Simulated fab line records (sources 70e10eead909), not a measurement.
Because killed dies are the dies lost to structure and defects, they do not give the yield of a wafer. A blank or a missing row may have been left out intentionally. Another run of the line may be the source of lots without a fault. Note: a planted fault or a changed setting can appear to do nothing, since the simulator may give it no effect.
Which tool was responsible? | flow nand harc | 12 lots with 36 wafers sampled at 3 steps, on a route of 1159 steps

== WHAT THE GAUGES READ, wafer by wafer ==
NHARC_P_BONDPAD_CD_MEAS_09 targets a cd of 500 nm.
lot  | measured     | on        | cd nm (nm)
L075 | day 6 17:23  | cd sem-03 | 503.9 501.2 500.5
L077 | day 7 07:26  | cd sem-02 | 500.4 504.7 498.6
L079 | day 7 08:40  | cd sem-01 | 497.8 500.8 499.7
L081 | day 8 03:04  | cd sem-02 | 507.3 501.0 504.8
L083 | day 8 17:55  | cd sem-02 | 502.6 500.0 500.7
L087 | day 9 11:58  | cd sem-01 | 503.2 503.4 502.5
L086 | day 9 13:05  | cd sem-02 | 498.7 497.1 499.4
L089 | day 10 09:50 | cd sem-01 | 497.3 503.4 496.2
L091 | day 10 17:05 | cd sem-03 | 501.9 498.8 502.0
L093 | day 11 00:17 | cd sem-02 | 497.7 498.3 496.7
L095 | day 11 16:37 | cd sem-02 | 498.5 496.7 496.8
L096 | day 12 04:14 | cd sem-03 | 499.9 496.2 504.4

== EACH LOT AND THE TOOL THAT RAN IT (in order: tool; ch and the chambers of the sampled wafers; start) ==
lot  | NHARC_P_M2_PRE_CLEAN_30                 | NHARC_P_M2_PVD_21
L075 | pvd sputter-03, day 6 17:23 or earlier  | pvd sputter-03, day 6 17:23 or earlier
L077 | pvd sputter-02, day 7 07:26 or earlier  | pvd sputter-02, day 7 07:26 or earlier
L079 | pvd sputter-02, day 7 08:40 or earlier  | pvd sputter-02, day 7 08:40 or earlier
L081 | pvd sputter-02, day 8 03:04 or earlier  | pvd sputter-02, day 8 03:04 or earlier
L083 | pvd sputter-02, day 8 17:55 or earlier  | pvd sputter-02, day 8 17:55 or earlier
L087 | pvd sputter-02, day 9 11:58 or earlier  | pvd sputter-02, day 9 11:58 or earlier
L086 | pvd sputter-01, day 9 13:05 or earlier  | pvd sputter-01, day 9 13:05 or earlier
L089 | pvd sputter-01, day 10 09:50 or earlier | pvd sputter-01, day 10 09:50 or earlier
L091 | pvd sputter-02, day 10 17:05 or earlier | pvd sputter-02, day 10 17:05 or earlier
L093 | pvd sputter-01, day 11 00:17 or earlier | pvd sputter-01, day 11 00:17 or earlier
L095 | pvd sputter-03, day 11 16:37 or earlier | pvd sputter-03, day 11 16:37 or earlier
L096 | pvd sputter-02, day 12 04:14 or earlier | pvd sputter-02, day 12 04:14 or earlier
- NHARC_P_M2_PRE_CLEAN_30: time 30 s.
- NHARC_P_M2_PVD_21: deposits Cu, target thk 30 nm, time 20.49 s.

== THE ANSWER, worked out from the rows above alone ==
Rule: what is usual is taken from the lots themselves. The widest of any qualifying gaps counts: lots, ordered by their means at a reading, are off when they make up no more than a third of the lots, leave a main group of 4 or more, and stand apart from it by 3 or more times the standard deviation of that group's means. If all means in a main group match to the digits the tables above print for the reading, that group is not used. A lot without any number at a reading at which 4 lots or more have one is off too. The other lots that the step has rows for count as sound.
Across all readings shown, no lot is off: no conclusion can be drawn from this.

== WHAT THE SIMULATOR HAD INSERTED ==
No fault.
